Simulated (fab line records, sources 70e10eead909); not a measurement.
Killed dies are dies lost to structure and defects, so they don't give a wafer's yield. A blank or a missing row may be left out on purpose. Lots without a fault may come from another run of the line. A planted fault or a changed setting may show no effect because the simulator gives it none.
A struck lot beside a sound one | flow nand_harc | 41 steps out of a route of 1302
Sound: wafers L790.3, L790.5, L790.6. Struck: wafers L782.2, L782.5, L782.6. The cause comes at the end.
At each step with rows: each side's tool, then ch and its chambers, then its first start. Under that, the readings that differ: sound wafers | struck wafers | difference of the means | sigmas: that difference in standard deviations of wafers without a fault.
alike: readings whose means differ by less than 2 such deviations, and words and numbers that are the same on both sides. not compared: withheld readings, readings that some wafer has no value for, bounds like >300 that may hide the same value, and numbers for which the record gives no deviation and whose values overlap.
The two part at a step that has a row with sigmas, a row that says differs or no value, or rows on one side only. Numbers that don't overlap but have no deviation are shown without sigmas and don't part them. A reading that every wafer of one side lacks parts them only if that side has two wafers or more.

NHARC_A_M1_INSPECT_11:
  sound on defect_inspect-02, day 30 22:29; struck on defect_inspect-02, day 27 16:18
  alike: raw_defect_count
NHARC_A_M1_DESCUM_14: chemistry O2, time 3 s.
  sound on rie_diel-13 ch 1,2, day 30 22:34; struck on rie_diel-13 ch 0,2,3, day 27 16:22
  alike: drypump_motor_current_A, oes_product_au, rf_vpp_V, showerhead_plenum_p_Torr, throttle_valve_pct
  not compared: rf_hours_counter_h
then, 1 step without rows for these wafers: NHARC_A_M1_ETCH_35 (etches the open film in N2/H2, target depth 40 nm, overetch 12 nm, time 43.94 s).
NHARC_A_M1_ETCH_15: etches the open film in C4F8/Ar, target depth 182.5 nm, time 91.2 s.
  sound on rie_diel-13 ch 2,3; struck on rie_diel-13 ch 0,1,3
  alike: oes_product_au, rf_vpp_V
  not compared: rf_hours_counter_h
NHARC_A_M1_CD_MEAS_16:
  sound on cd_sem-02, day 30 22:52; struck on cd_sem-02, day 27 16:40
  alike: cd_nm
then, 1 step without rows for these wafers: NHARC_A_M1_STRIP_18 (strips in N2/H2).
NHARC_A_M1_ETCH_28: etches the open film in CF4/N2, target depth 30 nm, time 72.99 s.
  sound on rie_diel-12 ch 0,2,3; struck on rie_diel-13 ch 0,3
  reading               | sound             | struck            | difference | sigmas
  oes_product_au (a.u.) | 0.987 0.994 0.985 | 1.023 0.990 1.023 | +0.023     | +2
  alike: drypump_motor_current_A, n2_flow_sccm, rf_vpp_V, showerhead_plenum_p_Torr, throttle_valve_pct
  not compared: rf_hours_counter_h
then, 1 step without rows for these wafers: NHARC_A_M1_STRIP_19 (strips in post etch residue remover, time 600 s).
NHARC_A_M1_DEGAS_29: time 60 s.
  sound on pvd_sputter-03, day 30 23:35; struck on pvd_sputter-01, day 27 17:22
  alike: heater_power_w
then, 3 steps without rows for these wafers: NHARC_A_M1_PRE_CLEAN_30 (time 30 s); NHARC_A_M1_PVD_20 (deposits TaN, target thk 5 nm, time 8.06 s); NHARC_A_M1_PVD_21 (deposits Cu, target thk 30 nm, time 20.49 s).
NHARC_A_M1_ECD_22: material Cu, target thk 400 nm.
  sound on ecd_cu-02 ch 0,1, day 31 00:05; struck on ecd_cu-01 ch 0,1, day 27 17:44
  alike: bath_heat_duty_pct
NHARC_A_M1_ANNEAL_31: time 90 s.
  sound on rtp_anneal-01 ch 0, day 31 00:24; struck on rtp_anneal-02 ch 0, day 27 18:11
  reading          | sound             | struck            | difference | sigmas
  wafer_temp_C_max | 225.7 225.5 225.4 | 226.5 226.6 226.6 | +1.0       | +2
then, 1 step without rows for these wafers: NHARC_A_M1_CMP_23 (polishes, t overpolish 20 s, target thk 154.34 nm).
NHARC_A_M1_THK_MEAS_24: measures by xrf.
  sound on film_metro-01, day 31 00:58; struck on film_metro-02, day 27 18:48
  reading     | sound             | struck            | difference | sigmas
  thk_nm (nm) | 156.4 156.3 155.5 | 152.8 151.7 153.1 | -3.5       | -2
then, 5 steps without rows for these wafers: NHARC_A_M1_SRD_25; NHARC_A_M1_PRE_CLEAN_32 (time 12 s); NHARC_A_M1_DEP_33 (deposits SiCN, target thk 30 nm); NHARC_A_BONDPAD_DEP_00 (deposits SiCN, target thk 250 nm); NHARC_A_BONDPAD_CMP_29 (polishes SiCN, target thk 200 nm).
NHARC_A_BONDPAD_THK_MEAS_30: measures by ellipsometry.
  sound on film_metro-02, day 31 02:28; struck on film_metro-02, day 27 20:19
  alike: thk_nm
then, 10 steps without rows for these wafers: NHARC_A_BONDPAD_SRD_31; NHARC_A_BONDPAD_DEHYDRATE_01 (time 120 s); NHARC_A_BONDPAD_HMDS_02 (time 30 s); NHARC_A_BONDPAD_COAT_33 (time 65 s); NHARC_A_BONDPAD_COAT_03 (resist thk 600 nm); NHARC_A_BONDPAD_SOFTBAKE_04 (time 70 s); NHARC_A_BONDPAD_EBR_05; NHARC_A_BONDPAD_EXPOSE_06 (exposes mask A BPAD); NHARC_A_BONDPAD_PEB_07 (peb time 80 s); NHARC_A_BONDPAD_DEVELOP_08 (time 50 s).
NHARC_A_BONDPAD_CD_MEAS_09: target cd 500 nm.
  sound on cd_sem-01 ch 0, day 31 02:55; struck on cd_sem-01 ch 0, day 27 20:53
  alike: cd_nm
NHARC_A_BONDPAD_OVL_MEAS_35:
  sound on overlay-01, day 31 02:59; struck on overlay-01, day 27 20:58
  reading           | sound    | struck | difference | sigmas
  overlay_x_nm (nm) | -7 -7 -7 | 6 6 6  | +13        | +3
  alike: overlay_y_nm
then, 4 steps without rows for these wafers: NHARC_A_BONDPAD_HARDBAKE_10 (time 65 s); NHARC_A_BONDPAD_DESCUM_11 (chemistry O2, time 3 s); NHARC_A_BONDPAD_ETCH_34 (etches the open film in N2/H2, target depth 60 nm, overetch 18 nm, time 65.91 s); NHARC_A_BONDPAD_ETCH_12 (etches the open film in CHF3/O2, target depth 220 nm, time 110 s).
NHARC_A_BONDPAD_CD_MEAS_13:
  sound on cd_sem-02, day 31 03:26; struck on cd_sem-01, day 27 21:25
  alike: cd_nm
then, 1 step without rows for these wafers: NHARC_A_BONDPAD_STRIP_15 (strips in O2).
NHARC_END_SORT_01:
  sound on prober-01 ch 0, day 32 14:17; struck on prober-01 ch 0, day 29 05:44
  reading                  | sound          | struck         | difference | sigmas
  defect_limited_yield (%) | 92.3 92.5 91.0 | 67.7 66.6 66.9 | -24.9      | -10
  killed_at_array          | 48 48 54       | 216 224 221    | +170       | +9
  killed_dies              | 52 51 61       | 219 226 224    | +168       | +9
  alike: killed_at_other, killed_at_periphery, killed_open, killed_short

WHERE THEY PART
First at NHARC_A_M1_ETCH_28; last, within this record, at NHARC_END_SORT_01.

WHY: what the simulator had put in
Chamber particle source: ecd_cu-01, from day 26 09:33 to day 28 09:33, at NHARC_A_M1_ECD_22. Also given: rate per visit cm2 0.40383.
